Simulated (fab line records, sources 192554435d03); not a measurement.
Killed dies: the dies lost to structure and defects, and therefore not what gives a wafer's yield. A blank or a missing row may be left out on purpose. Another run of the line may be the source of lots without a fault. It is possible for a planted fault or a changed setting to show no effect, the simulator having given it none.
Chamber matching    flow n5_finfet    rie_diel-02 running N5_BEOL_M15_TRENCH_ETCH_34: 4 sister chambers
The step etches SiO2 in C4F8/O2/Ar, target depth 872.93 nm, time 199 s. 8 wafers are shown with their chamber, then 7 later ones without.

WAFERS PAIRED WITH THEIR CHAMBERS
wafer   chamber  drypump_motor_current_A (A)  rf_vpp_V (V)
L089.1  1        4.9                          2225
L088.5  3        6.1                          2235
L088.6  0        5.6                          2242
L085.2  2        5.4                          2197
L085.3  0        5.6                          2241
L085.5  1        4.9                          2225
L093.1  2        5.4                          2198
L093.4  3        6.2                          2236

WAFERS MISSING THEIR CHAMBER
wafer   drypump_motor_current_A (A)  rf_vpp_V (V)
L093.5  6.1                          2236
L096.2  6.2                          2235
L096.4  5.4                          2197
L096.6  4.9                          2225
L094.1  4.9                          2224
L094.2  6.2                          2234
L094.4  5.6                          2241

CHAMBER TAKEN BY EACH
wafer   from the rows above  in truth
L093.5  3                    3
L096.2  3                    3
L096.4  2                    2
L096.6  1                    1
L094.1  1                    1
L094.2  3                    3
L094.4  0                    0
Placed correctly: 7 of 7. Not placeable from these rows: 0. 0 placed wrongly.
How it was worked out, from the rows above alone: a wafer's distance from a chamber is the root of the sum, over the readings, of the square of ((its reading less the chamber's mean) divided by the reading's scatter). The wafer belongs to the nearest chamber; if the next one is less than 2 further off, it can't be placed. For every chamber, the mean is computed from those of its wafers that are shown. The scatter is the square root of a quotient: the sum, over the shown wafers, of each reading's squared deviation from its chamber's mean, divided by wafers minus chambers.
